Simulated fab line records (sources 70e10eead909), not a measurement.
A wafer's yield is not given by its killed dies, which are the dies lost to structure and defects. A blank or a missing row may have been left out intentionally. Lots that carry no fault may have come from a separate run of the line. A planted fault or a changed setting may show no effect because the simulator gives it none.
A lot that was struck, set against a sound lot + flow nand harc + 21 steps out of a route of 1159
Sound: the wafers L832.1, L832.3, L832.5. Wafers struck: L838.4, L838.5, L838.6. The cause comes at the end.
For every step that has rows: the tool of each side, followed by ch and its chambers, followed by its first start. Under that, the readings that differ: sound wafers + struck wafers + difference of the means + sigmas: that difference in standard deviations of wafers without a fault.
alike: a reading whose means differ by less than 2 such deviations, as well as words and numbers matching on both sides. not compared: withheld readings; readings where some wafer has no value; bounds like >300 that might hide an equal value; numbers whose values overlap and for which the record gives no deviation.
The two part at a step that has a row with sigmas, a row that says differs or no value, or rows on one side only. When numbers do not overlap yet have no deviation, they are printed without sigmas and do not part them. Lack of a reading on every wafer of one side parts them only where that side has two or more wafers.

NHARC_A_CONTACT_CVD_19: deposits W, target thk 300 nm, time 802 s.
  sound on cvd w-02 ch 0,1; struck on cvd w-02 ch 0,1
  alike: heater power w, mfc wf6 sccm, throttle valve pct
NHARC_A_CONTACT_CMP_20: polishes, t overpolish 30 s, target thk 300 nm.
  sound on cmp-01 ch 0,1,3, day 17 11:16; struck on cmp-02 ch 2,3, day 19 14:53
  alike: motor current A, overpolish run s, time to endpoint s
next, for these wafers, 1 step has no rows: NHARC_A_CONTACT_SRD_22.
NHARC_A_CONTACT_INSPECT_23:
  sound: defect inspect-02 at day 17 11:39; struck: defect inspect-01 at day 19 15:16
  alike: raw defect count
then, 7 steps without rows for these wafers: NHARC_A_BLC_DEHYDRATE_00 (time 120 s); NHARC_A_BLC_HMDS_01 (time 30 s); NHARC_A_BLC_COAT_02 (time 75 s); NHARC_A_BLC_COAT_03 (time 65 s); NHARC_A_BLC_COAT_04 (resist thk 90 nm); NHARC_A_BLC_SOFTBAKE_05 (time 55 s); NHARC_A_BLC_EBR_06.
NHARC_A_BLC_EXPOSE_07: exposes mask A BLC, target cd 100 nm.
  sound on arfi scanner-02 ch 0, day 17 12:01; struck on arfi scanner-02 ch 0, day 19 15:38
| reading              | sound             | struck            | difference | sigmas |
|----------------------|-------------------|-------------------|------------|--------|
| exposure dose mJ cm2 | 68.01 67.98 68.00 | 65.74 65.70 65.69 | -2.29      | -32    |
  alike: mask, focus offset nm
then, 2 steps without rows for these wafers: NHARC_A_BLC_PEB_08 (peb time 65 s); NHARC_A_BLC_DEVELOP_09 (develop time 35 s).
NHARC_A_BLC_CD_MEAS_10: the cd target is 100 nm.
  sound on cd sem-03 ch 0, day 17 12:10; struck on cd sem-01 ch 0, day 19 15:47
  alike: cd nm
NHARC_A_BLC_OVL_MEAS_11:
  sound: overlay-01 at day 17 12:16; struck: overlay-02 at day 19 15:52
  alike: overlay x nm, overlay y nm
NHARC_A_BLC_INSPECT_12:
  sound: defect inspect-01 at day 17 12:17; struck: defect inspect-02 at day 19 15:54
  alike: raw defect count
NHARC_A_BLC_DESCUM_15: chemistry O2, time 3 s.
  sound on rie diel-04 ch 1,2, day 17 12:22; struck on rie diel-05 ch 0,3, day 19 15:58
  alike: drypump motor current A, oes product au, rf vpp V, showerhead plenum p Torr, throttle valve pct
  not compared: rf hours counter h, model.A_BLC.cd nm
NHARC_A_BLC_ETCH_16: etches the open film in CF4, target depth 39 nm, time 65 s.
  sound on rie diel-04 ch 0,2,3, day 17 12:27; struck on rie diel-05 ch 0,1,2, day 19 17:29
  alike: drypump motor current A, oes product au, rf vpp V, showerhead plenum p Torr, throttle valve pct
  not compared: rf hours counter h, model.A_BLC.cd nm
NHARC_A_BLC_ETCH_17: etches the open film in N2/H2, target depth 390 nm, time 609.38 s.
  sound on rie diel-04 ch 1,3; struck on rie diel-05 ch 0,3
  alike: drypump motor current A, n2 flow sccm, oes product au, rf vpp V, showerhead plenum p Torr, throttle valve pct
  not compared: rf hours counter h
-- break in the record here, with 3 days between the starts of the struck wafers on either side (left off in module A_BLC, picked up again in module END, where the first step shown is number 1159 on the route) --
NHARC_END_SORT_01:
  sound on prober-01 ch 0, day 19 14:38; struck on prober-02 ch 0, day 22 08:20
  alike: killed at array, killed at other, killed at periphery, killed dies, killed open, killed short

== WHERE THEY PART ==
Within this record, at NHARC_A_BLC_EXPOSE_07 only. Later steps at which nothing parts them and some readings are alike: NHARC_A_BLC_CD_MEAS_10, NHARC_A_BLC_OVL_MEAS_11, NHARC_A_BLC_INSPECT_12, NHARC_A_BLC_DESCUM_15, NHARC_A_BLC_ETCH_16, NHARC_A_BLC_ETCH_17, NHARC_END_SORT_01.

WHY: what the simulator had put in
Process parameters drifting: arfi scanner-02 at NHARC_A_BLC_EXPOSE_07, beginning at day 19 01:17. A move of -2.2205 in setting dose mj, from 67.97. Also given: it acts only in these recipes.
